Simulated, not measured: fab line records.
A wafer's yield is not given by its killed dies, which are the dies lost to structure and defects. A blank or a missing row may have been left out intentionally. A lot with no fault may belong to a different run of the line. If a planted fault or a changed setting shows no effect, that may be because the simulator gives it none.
Which tool was responsible? :: flow nand harc :: 23 lots, 69 wafers sampled, at 5 steps of a route of 1302

== WHAT THE GAUGES READ, wafer by wafer ==
NHARC_P_M0_CD_MEAS_16. Usual: cd nm reads 90.1 nm (standard deviation 0.68).
lot: L074
measured: day 6 04:08
on: cd sem-02
cd nm (nm): 90.9 89.2 90.4
flag: 

lot: L075
measured: day 6 12:26
on: cd sem-02
cd nm (nm): 90.0 90.3 91.0
flag: 

lot: L076
measured: day 7 03:22
on: cd sem-01
cd nm (nm): 89.3 89.3 90.4
flag: 

lot: L077
measured: day 7 04:27
on: cd sem-02
cd nm (nm): 89.8 89.2 89.3
flag: 

lot: L079
measured: day 8 10:49
on: cd sem-02
cd nm (nm): 90.3 90.1 91.2
flag: 

lot: L080
measured: day 8 20:23
on: cd sem-02
cd nm (nm): 90.2 88.8 90.2
flag: 

lot: L081
measured: day 9 07:40
on: cd sem-01
cd nm (nm): 90.1 89.5 89.8
flag: 

lot: L082
measured: day 9 14:17
on: cd sem-03
cd nm (nm): 89.8 89.6 88.9
flag: 

lot: L083
measured: day 10 00:46
on: cd sem-02
cd nm (nm): 90.4 90.1 89.8
flag: 

lot: L084
measured: day 10 09:34
on: cd sem-03
cd nm (nm): 91.1 89.9 90.7
flag: 

lot: L085
measured: day 10 10:21
on: cd sem-02
cd nm (nm): 90.3 91.0 90.1
flag: 

lot: L086
measured: day 11 10:38
on: cd sem-02
cd nm (nm): 89.5 91.7 90.1
flag: 

lot: L087
measured: day 11 13:52
on: cd sem-01
cd nm (nm): 89.8 89.6 91.2
flag: 

lot: L088
measured: day 12 01:49
on: cd sem-03
cd nm (nm): 91.2 91.7 90.4
flag: 

lot: L089
measured: day 12 02:29
on: cd sem-02
cd nm (nm): 90.6 90.5 91.8
flag: 

lot: L090
measured: day 12 20:29
on: cd sem-02
cd nm (nm): 89.1 89.6 89.8
flag: 

lot: L091
measured: day 13 05:06
on: cd sem-02
cd nm (nm): 91.3 89.6 89.5
flag: 

lot: L092
measured: day 13 20:15
on: cd sem-01
cd nm (nm): 89.6 89.8 89.6
flag: 

lot: L093
measured: day 13 21:40
on: cd sem-03
cd nm (nm): 90.1 90.1 90.3
flag: 

lot: L094
measured: day 14 11:22
on: cd sem-01
cd nm (nm): 90.9 91.3 90.7
flag: 

lot: L095
measured: day 15 04:23
on: cd sem-01
cd nm (nm): 89.2 90.5 89.8
flag: 

lot: L096
measured: day 15 06:58
on: cd sem-03
cd nm (nm): 89.8 89.6 90.6
flag: 

lot: L097
measured: day 15 21:40
on: cd sem-03
cd nm (nm): 91.4 89.9 89.5
flag: 

== TOOL THAT RAN EACH LOT (tool first, then ch and the chambers of the sampled wafers, then the start) ==
lot: L074
NHARC_P_GATE_ETCH_104: rie diel-05 ch 0,1,2, day 5 03:32
NHARC_P_GATE_STRIP_112: plasma asher-01 ch 0,1, day 5 17:23
NHARC_P_GATE_STRIP_95: plasma asher-02 ch 0,1, day 5 19:50
NHARC_P_M0_ETCH_34: rie diel-04 ch 1,2, day 6 03:55

lot: L075
NHARC_P_GATE_ETCH_104: rie diel-05 ch 0,2,3, day 5 11:49
NHARC_P_GATE_STRIP_112: plasma asher-02 ch 0,1, day 6 01:51
NHARC_P_GATE_STRIP_95: plasma asher-02 ch 0, day 6 04:15
NHARC_P_M0_ETCH_34: rie diel-11 ch 1,2,3, day 6 12:11

lot: L076
NHARC_P_GATE_ETCH_104: rie diel-05 ch 0,3, day 5 23:55
NHARC_P_GATE_STRIP_112: plasma asher-01 ch 0, day 6 13:51
NHARC_P_GATE_STRIP_95: plasma asher-01 ch 0,1, day 6 16:17
NHARC_P_M0_ETCH_34: rie diel-06 ch 0,2, day 7 03:08

lot: L077
NHARC_P_GATE_ETCH_104: rie diel-09 ch 1,2,3, day 6 04:01
NHARC_P_GATE_STRIP_112: plasma asher-02 ch 0,1, day 6 17:52
NHARC_P_GATE_STRIP_95: plasma asher-02 ch 0,1, day 6 20:17
NHARC_P_M0_ETCH_34: rie diel-06 ch 1,2, day 7 04:14

lot: L079
NHARC_P_GATE_ETCH_104: rie diel-03 ch 0,1, day 7 10:34
NHARC_P_GATE_STRIP_112: plasma asher-02 ch 0,1, day 8 00:29
NHARC_P_GATE_STRIP_95: plasma asher-02 ch 0,1, day 8 02:50
NHARC_P_M0_ETCH_34: rie diel-11 ch 1,3, day 8 10:36

lot: L080
NHARC_P_GATE_ETCH_104: rie diel-05 ch 1,2,3, day 7 19:58
NHARC_P_GATE_STRIP_112: plasma asher-01 ch 0, day 8 09:59
NHARC_P_GATE_STRIP_95: plasma asher-02 ch 0,1, day 8 12:25
NHARC_P_M0_ETCH_34: rie diel-11 ch 0,1,2, day 8 20:10

lot: L081
NHARC_P_GATE_ETCH_104: rie diel-05 ch 0,1, day 8 05:30
NHARC_P_GATE_STRIP_112: plasma asher-01 ch 0,1, day 8 21:28
NHARC_P_GATE_STRIP_95: plasma asher-02 ch 1, day 8 23:51
NHARC_P_M0_ETCH_34: rie diel-04 ch 0,2, day 9 07:28

lot: L082
NHARC_P_GATE_ETCH_104: rie diel-05 ch 1,2, day 8 14:08
NHARC_P_GATE_STRIP_112: plasma asher-02 ch 0,1, day 9 03:53
NHARC_P_GATE_STRIP_95: plasma asher-02 ch 0,1, day 9 06:19
NHARC_P_M0_ETCH_34: rie diel-04 ch 0,1, day 9 14:05

lot: L083
NHARC_P_GATE_ETCH_104: rie diel-05 ch 0,2,3, day 9 00:28
NHARC_P_GATE_STRIP_112: plasma asher-01 ch 0,1, day 9 14:26
NHARC_P_GATE_STRIP_95: plasma asher-02 ch 0,1, day 9 16:49
NHARC_P_M0_ETCH_34: rie diel-06 ch 1,2,3, day 10 00:34

lot: L084
NHARC_P_GATE_ETCH_104: rie diel-03 ch 1,3, day 9 09:28
NHARC_P_GATE_STRIP_112: plasma asher-01 ch 1, day 9 23:23
NHARC_P_GATE_STRIP_95: plasma asher-02 ch 0,1, day 10 01:38
NHARC_P_M0_ETCH_34: rie diel-11 ch 0,1,2, day 10 09:21

lot: L085
NHARC_P_GATE_ETCH_104: rie diel-03 ch 1,2,3, day 9 10:04
NHARC_P_GATE_STRIP_112: plasma asher-02 ch 0,1, day 10 00:09
NHARC_P_GATE_STRIP_95: plasma asher-01 ch 0,1, day 10 02:31
NHARC_P_M0_ETCH_34: rie diel-04 ch 1,2,3, day 10 10:08

lot: L086
NHARC_P_GATE_ETCH_104: rie diel-03 ch 0,1,2, day 10 10:02
NHARC_P_GATE_STRIP_112: plasma asher-01 ch 0,1, day 11 00:05
NHARC_P_GATE_STRIP_95: plasma asher-01 ch 0,1, day 11 02:28
NHARC_P_M0_ETCH_34: rie diel-04 ch 0,2,3, day 11 10:26

lot: L087
NHARC_P_GATE_ETCH_104: rie diel-09 ch 0,1,3, day 10 13:20
NHARC_P_GATE_STRIP_112: plasma asher-02 ch 0,1, day 11 03:22
NHARC_P_GATE_STRIP_95: plasma asher-02 ch 0,1, day 11 05:47
NHARC_P_M0_ETCH_34: rie diel-06 ch 0,1, day 11 13:40

lot: L088
NHARC_P_GATE_ETCH_104: rie diel-03 ch 1,3, day 11 01:26
NHARC_P_GATE_STRIP_112: plasma asher-01 ch 1, day 11 15:17
NHARC_P_GATE_STRIP_95: plasma asher-01 ch 0,1, day 11 17:41
NHARC_P_M0_ETCH_34: rie diel-11 ch 1,3, day 12 01:37

lot: L089
NHARC_P_GATE_ETCH_104: rie diel-09 ch 0,2,3, day 11 01:48
NHARC_P_GATE_STRIP_112: plasma asher-01 ch 0,1, day 11 16:01
NHARC_P_GATE_STRIP_95: plasma asher-01 ch 0,1, day 11 18:28
NHARC_P_M0_ETCH_34: rie diel-04 ch 0,2, day 12 02:16

lot: L090
NHARC_P_GATE_ETCH_104: rie diel-05 ch 0,2,3, day 11 19:47
NHARC_P_GATE_STRIP_112: plasma asher-01 ch 0,1, day 12 09:44
NHARC_P_GATE_STRIP_95: plasma asher-02 ch 0,1, day 12 12:06
NHARC_P_M0_ETCH_34: rie diel-04 ch 0,1,3, day 12 20:15

lot: L091
NHARC_P_GATE_ETCH_104: rie diel-03 ch 0,2,3, day 12 04:49
NHARC_P_GATE_STRIP_112: plasma asher-01 ch 0,1, day 12 18:35
NHARC_P_GATE_STRIP_95: plasma asher-01 ch 0,1, day 12 21:01
NHARC_P_M0_ETCH_34: rie diel-04 ch 1,2,3, day 13 04:54

lot: L092
NHARC_P_GATE_ETCH_104: rie diel-05 ch 0,1,3, day 12 13:27
NHARC_P_GATE_STRIP_112: plasma asher-01 ch 0,1, day 13 09:56
NHARC_P_GATE_STRIP_95: plasma asher-01 ch 0,1, day 13 12:13
NHARC_P_M0_ETCH_34: rie diel-04 ch 1,2,3, day 13 20:02

lot: L093
NHARC_P_GATE_ETCH_104: rie diel-09 ch 0,2,3, day 12 21:13
NHARC_P_GATE_STRIP_112: plasma asher-02 ch 0,1, day 13 11:17
NHARC_P_GATE_STRIP_95: plasma asher-02 ch 0,1, day 13 13:34
NHARC_P_M0_ETCH_34: rie diel-11 ch 0,2, day 13 21:21

lot: L094
NHARC_P_GATE_ETCH_104: rie diel-09 ch 0,1,2, day 13 11:09
NHARC_P_GATE_STRIP_112: plasma asher-02 ch 0,1, day 14 01:08
NHARC_P_GATE_STRIP_95: plasma asher-01 ch 0,1, day 14 03:23
NHARC_P_M0_ETCH_34: rie diel-04 ch 0,1,2, day 14 11:10

lot: L095
NHARC_P_GATE_ETCH_104: rie diel-05 ch 0,1,2, day 14 03:40
NHARC_P_GATE_STRIP_112: plasma asher-02 ch 1, day 14 17:48
NHARC_P_GATE_STRIP_95: plasma asher-02 ch 0,1, day 14 20:14
NHARC_P_M0_ETCH_34: rie diel-06 ch 0,3, day 15 04:10

lot: L096
NHARC_P_GATE_ETCH_104: rie diel-09 ch 1,2,3, day 14 04:19
NHARC_P_GATE_STRIP_112: plasma asher-01 ch 0,1, day 14 18:18
NHARC_P_GATE_STRIP_95: plasma asher-01 ch 0,1, day 14 20:44
NHARC_P_M0_ETCH_34: rie diel-04 ch 1,2,3, day 15 06:46

lot: L097
NHARC_P_GATE_ETCH_104: rie diel-03 ch 1,2,3, day 14 18:42
NHARC_P_GATE_STRIP_112: plasma asher-02 ch 0,1, day 15 10:43
NHARC_P_GATE_STRIP_95: plasma asher-02 ch 0,1, day 15 13:18
NHARC_P_M0_ETCH_34: rie diel-11 ch 0,1,2, day 15 21:07
- NHARC_P_GATE_ETCH_104: etches the open film in CF4/CHF3, target depth 60 nm.
- NHARC_P_GATE_STRIP_112: strips in N2/H2, time 200 s.
- NHARC_P_GATE_STRIP_95: strips in O2.
- NHARC_P_M0_ETCH_34: etches the open film in N2/H2, target depth 40 nm, overetch 12 nm, time 43.94 s.

== AS READ BY THE TOOLS THEMSELVES (means over the sampled wafers that have a number; for cases with no such wafer, the mark the record gives instead) ==
NHARC_P_GATE_ETCH_104. Usual: drypump motor current A 5.5 A, standard deviation 0.32; oes product au 0.948 a.u., standard deviation 0.023; rf vpp V 371.4 V, standard deviation 2.3; showerhead plenum p Torr 1.60 Torr, standard deviation 0.064; throttle valve pct 16.803 %, standard deviation 0.0092.
lot: L074
tool: rie diel-05
drypump motor current A (A): 5.4
oes product au (a.u.): 0.965
rf vpp V (V): 372.5
showerhead plenum p Torr (Torr): 1.63
throttle valve pct (%): 16.799
flag: 

lot: L075
tool: rie diel-05
drypump motor current A (A): 5.5
oes product au (a.u.): 0.968
rf vpp V (V): 371.0
showerhead plenum p Torr (Torr): 1.57
throttle valve pct (%): 16.799
flag: 

lot: L076
tool: rie diel-05
drypump motor current A (A): 5.6
oes product au (a.u.): 0.951
rf vpp V (V): 371.5
showerhead plenum p Torr (Torr): 1.59
throttle valve pct (%): 16.804
flag: 

lot: L077
tool: rie diel-09
drypump motor current A (A): 5.6
oes product au (a.u.): 0.924
rf vpp V (V): 372.0
showerhead plenum p Torr (Torr): 1.62
throttle valve pct (%): 16.809
flag: 

lot: L079
tool: rie diel-03
drypump motor current A (A): 5.6
oes product au (a.u.): 0.986
rf vpp V (V): 368.8
showerhead plenum p Torr (Torr): 1.54
throttle valve pct (%): 16.808
flag: 

lot: L080
tool: rie diel-05
drypump motor current A (A): 5.2
oes product au (a.u.): 0.929
rf vpp V (V): 369.8
showerhead plenum p Torr (Torr): 1.57
throttle valve pct (%): 16.804
flag: 

lot: L081
tool: rie diel-05
drypump motor current A (A): 5.2
oes product au (a.u.): 0.961
rf vpp V (V): 373.6
showerhead plenum p Torr (Torr): 1.66
throttle valve pct (%): 16.804
flag: 

lot: L082
tool: rie diel-05
drypump motor current A (A): 5.1
oes product au (a.u.): 0.958
rf vpp V (V): 372.7
showerhead plenum p Torr (Torr): 1.63
throttle valve pct (%): 16.799
flag: 

lot: L083
tool: rie diel-05
drypump motor current A (A): 5.5
oes product au (a.u.): 0.974
rf vpp V (V): 370.4
showerhead plenum p Torr (Torr): 1.56
throttle valve pct (%): 16.812
flag: 

lot: L084
tool: rie diel-03
drypump motor current A (A): 5.3
oes product au (a.u.): 0.939
rf vpp V (V): 368.8
showerhead plenum p Torr (Torr): 1.53
throttle valve pct (%): 16.805
flag: 

lot: L085
tool: rie diel-03
drypump motor current A (A): 5.4
oes product au (a.u.): 0.934
rf vpp V (V): 370.9
showerhead plenum p Torr (Torr): 1.58
throttle valve pct (%): 16.809
flag: 

lot: L086
tool: rie diel-03
drypump motor current A (A): 5.7
oes product au (a.u.): 0.919
rf vpp V (V): 370.7
showerhead plenum p Torr (Torr): 1.59
throttle valve pct (%): 16.803
flag: 

lot: L087
tool: rie diel-09
drypump motor current A (A): 5.7
oes product au (a.u.): 0.937
rf vpp V (V): 371.9
showerhead plenum p Torr (Torr): 1.61
throttle valve pct (%): 16.807
flag: 

lot: L088
tool: rie diel-03
drypump motor current A (A): 5.3
oes product au (a.u.): 0.974
rf vpp V (V): 369.9
showerhead plenum p Torr (Torr): 1.53
throttle valve pct (%): 16.800
flag: 

lot: L089
tool: rie diel-09
drypump motor current A (A): 5.7
oes product au (a.u.): 0.968
rf vpp V (V): 373.3
showerhead plenum p Torr (Torr): 1.63
throttle valve pct (%): 16.796
flag: 

lot: L090
tool: rie diel-05
drypump motor current A (A): 5.5
oes product au (a.u.): 0.959
rf vpp V (V): 369.6
showerhead plenum p Torr (Torr): 1.56
throttle valve pct (%): 16.797
flag: 

lot: L091
tool: rie diel-03
drypump motor current A (A): 5.6
oes product au (a.u.): 0.923
rf vpp V (V): 372.6
showerhead plenum p Torr (Torr): 1.61
throttle valve pct (%): 16.806
flag: 

lot: L092
tool: rie diel-05
drypump motor current A (A): 5.4
oes product au (a.u.): 0.963
rf vpp V (V): 371.1
showerhead plenum p Torr (Torr): 1.60
throttle valve pct (%): 16.807
flag: 

lot: L093
tool: rie diel-09
drypump motor current A (A): 5.7
oes product au (a.u.): 0.965
rf vpp V (V): 372.2
showerhead plenum p Torr (Torr): 1.64
throttle valve pct (%): 16.801
flag: 

lot: L094
tool: rie diel-09
drypump motor current A (A): 5.4
oes product au (a.u.): 0.932
rf vpp V (V): 371.9
showerhead plenum p Torr (Torr): 1.62
throttle valve pct (%): 16.806
flag: 

lot: L095
tool: rie diel-05
drypump motor current A (A): 5.4
oes product au (a.u.): 0.926
rf vpp V (V): 373.0
showerhead plenum p Torr (Torr): 1.63
throttle valve pct (%): 16.804
flag: 

lot: L096
tool: rie diel-09
drypump motor current A (A): 5.6
oes product au (a.u.): 0.917
rf vpp V (V): 371.2
showerhead plenum p Torr (Torr): 1.61
throttle valve pct (%): 16.804
flag: 

lot: L097
tool: rie diel-03
drypump motor current A (A): 5.4
oes product au (a.u.): 0.974
rf vpp V (V): 370.2
showerhead plenum p Torr (Torr): 1.58
throttle valve pct (%): 16.799
flag: 

NHARC_P_GATE_STRIP_112. Usual: drypump motor current A 5.8 A, standard deviation 0.47; heater power w 79 W, standard deviation 3.7; temp c 110.05 C, standard deviation 0.14.
lot: L074
tool: plasma asher-01
drypump motor current A (A): 6.1
heater power w (W): 77
temp c (C): 110.06
flag: 

lot: L075
tool: plasma asher-02
drypump motor current A (A): 5.4
heater power w (W): 82
temp c (C): 110.05
flag: 

lot: L076
tool: plasma asher-01
drypump motor current A (A): 5.8
heater power w (W): 75
temp c (C): 110.09
flag: 

lot: L077
tool: plasma asher-02
drypump motor current A (A): 5.3
heater power w (W): 81
temp c (C): 110.01
flag: 

lot: L079
tool: plasma asher-02
drypump motor current A (A): 5.4
heater power w (W): 83
temp c (C): 110.10
flag: 

lot: L080
tool: plasma asher-01
drypump motor current A (A): 5.8
heater power w (W): 74
temp c (C): 110.05
flag: 

lot: L081
tool: plasma asher-01
drypump motor current A (A): 6.1
heater power w (W): 75
temp c (C): 110.05
flag: 

lot: L082
tool: plasma asher-02
drypump motor current A (A): 5.4
heater power w (W): 83
temp c (C): 109.95
flag: 

lot: L083
tool: plasma asher-01
drypump motor current A (A): 6.3
heater power w (W): 76
temp c (C): 110.12
flag: 

lot: L084
tool: plasma asher-01
drypump motor current A (A): 6.5
heater power w (W): 79
temp c (C): 109.99
flag: 

lot: L085
tool: plasma asher-02
drypump motor current A (A): 5.3
heater power w (W): 81
temp c (C): 110.08
flag: 

lot: L086
tool: plasma asher-01
drypump motor current A (A): 6.1
heater power w (W): 76
temp c (C): 110.24
flag: 

lot: L087
tool: plasma asher-02
drypump motor current A (A): 5.3
heater power w (W): 81
temp c (C): 110.13
flag: 

lot: L088
tool: plasma asher-01
drypump motor current A (A): 6.5
heater power w (W): 77
temp c (C): 109.96
flag: 

lot: L089
tool: plasma asher-01
drypump motor current A (A): 6.0
heater power w (W): 76
temp c (C): 110.11
flag: 

lot: L090
tool: plasma asher-01
drypump motor current A (A): 6.1
heater power w (W): 76
temp c (C): 110.04
flag: 

lot: L091
tool: plasma asher-01
drypump motor current A (A): 6.3
heater power w (W): 76
temp c (C): 110.08
flag: 

lot: L092
tool: plasma asher-01
drypump motor current A (A): 6.1
heater power w (W): 75
temp c (C): 110.02
flag: 

lot: L093
tool: plasma asher-02
drypump motor current A (A): 5.3
heater power w (W): 82
temp c (C): 110.19
flag: 

lot: L094
tool: plasma asher-02
drypump motor current A (A): 5.4
heater power w (W): 81
temp c (C): 110.03
flag: 

lot: L095
tool: plasma asher-02
drypump motor current A (A): 5.2
heater power w (W): 81
temp c (C): 110.08
flag: 

lot: L096
tool: plasma asher-01
drypump motor current A (A): 6.2
heater power w (W): 78
temp c (C): 110.06
flag: 

lot: L097
tool: plasma asher-02
drypump motor current A (A): 5.3
heater power w (W): 82
temp c (C): 109.90
flag: 

NHARC_P_GATE_STRIP_95. Usual: drypump motor current A 5.7 A, standard deviation 0.45; heater power w 299 W, standard deviation 14; temp c 250.02 C, standard deviation 0.17.
lot: L074
tool: plasma asher-02
drypump motor current A (A): 5.4
heater power w (W): 311
temp c (C): 250.02
flag: 

lot: L075
tool: plasma asher-02
drypump motor current A (A): 5.5
heater power w (W): 317
temp c (C): 250.11
flag: 

lot: L076
tool: plasma asher-01
drypump motor current A (A): 6.1
heater power w (W): 287
temp c (C): 250.09
flag: 

lot: L077
tool: plasma asher-02
drypump motor current A (A): 5.3
heater power w (W): 305
temp c (C): 250.09
flag: 

lot: L079
tool: plasma asher-02
drypump motor current A (A): 5.3
heater power w (W): 302
temp c (C): 250.00
flag: 

lot: L080
tool: plasma asher-02
drypump motor current A (A): 5.4
heater power w (W): 313
temp c (C): 249.95
flag: 

lot: L081
tool: plasma asher-02
drypump motor current A (A): 5.2
heater power w (W): 301
temp c (C): 250.00
flag: 

lot: L082
tool: plasma asher-02
drypump motor current A (A): 5.3
heater power w (W): 304
temp c (C): 250.02
flag: 

lot: L083
tool: plasma asher-02
drypump motor current A (A): 5.3
heater power w (W): 306
temp c (C): 250.17
flag: 

lot: L084
tool: plasma asher-02
drypump motor current A (A): 5.4
heater power w (W): 311
temp c (C): 249.87
flag: 

lot: L085
tool: plasma asher-01
drypump motor current A (A): 6.3
heater power w (W): 286
temp c (C): 250.08
flag: 

lot: L086
tool: plasma asher-01
drypump motor current A (A): 6.2
heater power w (W): 290
temp c (C): 250.14
flag: 

lot: L087
tool: plasma asher-02
drypump motor current A (A): 5.3
heater power w (W): 303
temp c (C): 250.03
flag: 

lot: L088
tool: plasma asher-01
drypump motor current A (A): 6.0
heater power w (W): 281
temp c (C): 249.98
flag: 

lot: L089
tool: plasma asher-01
drypump motor current A (A): 6.2
heater power w (W): 287
temp c (C): 250.06
flag: 

lot: L090
tool: plasma asher-02
drypump motor current A (A): 5.3
heater power w (W): 303
temp c (C): 250.03
flag: 

lot: L091
tool: plasma asher-01
drypump motor current A (A): 6.3
heater power w (W): 285
temp c (C): 249.89
flag: 

lot: L092
tool: plasma asher-01
drypump motor current A (A): 6.3
heater power w (W): 287
temp c (C): 250.07
flag: 

lot: L093
tool: plasma asher-02
drypump motor current A (A): 5.3
heater power w (W): 301
temp c (C): 250.10
flag: 

lot: L094
tool: plasma asher-01
drypump motor current A (A): 6.0
heater power w (W): 278
temp c (C): 250.19
flag: 

lot: L095
tool: plasma asher-02
drypump motor current A (A): 5.3
heater power w (W): 306
temp c (C): 250.07
flag: 

lot: L096
tool: plasma asher-01
drypump motor current A (A): 6.3
heater power w (W): 288
temp c (C): 250.05
flag: 

lot: L097
tool: plasma asher-02
drypump motor current A (A): 5.3
heater power w (W): 306
temp c (C): 250.03
flag: 

NHARC_P_M0_ETCH_34. Usual: drypump motor current A 5.6 A, standard deviation 0.4; oes product au 1.001 a.u., standard deviation 0.0098; rf vpp V 431.5 V, standard deviation 2.5; showerhead plenum p Torr 2.07 Torr, standard deviation 0.089; throttle valve pct 14.172 %, standard deviation 0.0077.
lot: L074
tool: rie diel-04
drypump motor current A (A): 5.3
oes product au (a.u.): 1.011
rf vpp V (V): 432.5
showerhead plenum p Torr (Torr): 2.11
throttle valve pct (%): 14.175
flag: 

lot: L075
tool: rie diel-11
drypump motor current A (A): 5.8
oes product au (a.u.): 1.015
rf vpp V (V): 427.5
showerhead plenum p Torr (Torr): 1.93
throttle valve pct (%): 14.178
flag: 

lot: L076
tool: rie diel-06
drypump motor current A (A): 5.4
oes product au (a.u.): 0.991
rf vpp V (V): 432.2
showerhead plenum p Torr (Torr): 2.07
throttle valve pct (%): 14.172
flag: 

lot: L077
tool: rie diel-06
drypump motor current A (A): 5.4
oes product au (a.u.): 0.991
rf vpp V (V): 431.7
showerhead plenum p Torr (Torr): 2.05
throttle valve pct (%): 14.167
flag: 

lot: L079
tool: rie diel-11
drypump motor current A (A): 6.0
oes product au (a.u.): 1.008
rf vpp V (V): 429.6
showerhead plenum p Torr (Torr): 1.98
throttle valve pct (%): 14.171
flag: 

lot: L080
tool: rie diel-11
drypump motor current A (A): 5.9
oes product au (a.u.): 0.998
rf vpp V (V): 429.3
showerhead plenum p Torr (Torr): 1.99
throttle valve pct (%): 14.174
flag: 

lot: L081
tool: rie diel-04
drypump motor current A (A): 5.3
oes product au (a.u.): 1.001
rf vpp V (V): 433.8
showerhead plenum p Torr (Torr): 2.14
throttle valve pct (%): 14.177
flag: 

lot: L082
tool: rie diel-04
drypump motor current A (A): 5.4
oes product au (a.u.): 0.995
rf vpp V (V): 432.4
showerhead plenum p Torr (Torr): 2.12
throttle valve pct (%): 14.175
flag: 

lot: L083
tool: rie diel-06
drypump motor current A (A): 5.8
oes product au (a.u.): 0.993
rf vpp V (V): 430.9
showerhead plenum p Torr (Torr): 2.04
throttle valve pct (%): 14.172
flag: 

lot: L084
tool: rie diel-11
drypump motor current A (A): 6.0
oes product au (a.u.): 1.006
rf vpp V (V): 429.1
showerhead plenum p Torr (Torr): 1.99
throttle valve pct (%): 14.167
flag: 

lot: L085
tool: rie diel-04
drypump motor current A (A): 5.3
oes product au (a.u.): 1.014
rf vpp V (V): 432.8
showerhead plenum p Torr (Torr): 2.10
throttle valve pct (%): 14.182
flag: 

lot: L086
tool: rie diel-04
drypump motor current A (A): 5.3
oes product au (a.u.): 1.002
rf vpp V (V): 433.3
showerhead plenum p Torr (Torr): 2.13
throttle valve pct (%): 14.173
flag: 

lot: L087
tool: rie diel-06
drypump motor current A (A): 6.1
oes product au (a.u.): 0.998
rf vpp V (V): 430.6
showerhead plenum p Torr (Torr): 2.06
throttle valve pct (%): 14.173
flag: 

lot: L088
tool: rie diel-11
drypump motor current A (A): 6.0
oes product au (a.u.): 0.995
rf vpp V (V): 427.6
showerhead plenum p Torr (Torr): 1.93
throttle valve pct (%): 14.170
flag: 

lot: L089
tool: rie diel-04
drypump motor current A (A): 5.3
oes product au (a.u.): 1.003
rf vpp V (V): 433.5
showerhead plenum p Torr (Torr): 2.14
throttle valve pct (%): 14.168
flag: 

lot: L090
tool: rie diel-04
drypump motor current A (A): 5.4
oes product au (a.u.): 1.002
rf vpp V (V): 432.2
showerhead plenum p Torr (Torr): 2.09
throttle valve pct (%): 14.170
flag: 

lot: L091
tool: rie diel-04
drypump motor current A (A): 5.3
oes product au (a.u.): 0.997
rf vpp V (V): 432.4
showerhead plenum p Torr (Torr): 2.09
throttle valve pct (%): 14.175
flag: 

lot: L092
tool: rie diel-04
drypump motor current A (A): 5.3
oes product au (a.u.): 0.997
rf vpp V (V): 431.6
showerhead plenum p Torr (Torr): 2.09
throttle valve pct (%): 14.173
flag: 

lot: L093
tool: rie diel-11
drypump motor current A (A): 5.7
oes product au (a.u.): 0.989
rf vpp V (V): 434.4
showerhead plenum p Torr (Torr): 2.20
throttle valve pct (%): 14.163
flag: 

lot: L094
tool: rie diel-04
drypump motor current A (A): 5.3
oes product au (a.u.): 0.993
rf vpp V (V): 432.8
showerhead plenum p Torr (Torr): 2.11
throttle valve pct (%): 14.172
flag: 

lot: L095
tool: rie diel-06
drypump motor current A (A): 6.0
oes product au (a.u.): 0.993
rf vpp V (V): 430.3
showerhead plenum p Torr (Torr): 2.04
throttle valve pct (%): 14.167
flag: 

lot: L096
tool: rie diel-04
drypump motor current A (A): 5.3
oes product au (a.u.): 1.007
rf vpp V (V): 432.3
showerhead plenum p Torr (Torr): 2.09
throttle valve pct (%): 14.174
flag: 

lot: L097
tool: rie diel-11
drypump motor current A (A): 5.9
oes product au (a.u.): 0.995
rf vpp V (V): 431.9
showerhead plenum p Torr (Torr): 2.09
throttle valve pct (%): 14.173
flag: 

== THE ANSWER, worked out from the rows above alone ==
Rule: take the mean of a lot's wafers that have a number; if it is more than 3 standard deviations from the usual mean, the lot is off. A lot without any number at a reading at which 4 lots or more have one is off too. Where the step has rows for the other lots, those lots are counted as sound. After the gauges, taken in route order, come the tools' own readings; for these a lot's mean is taken, as printed above. At the first step where some lot is off, the reading lying furthest off is the one used; lots without a number count as furthest.
Nothing can be told from this: no lot is off at any reading shown.

== WHAT THE SIMULATOR PUT IN ==
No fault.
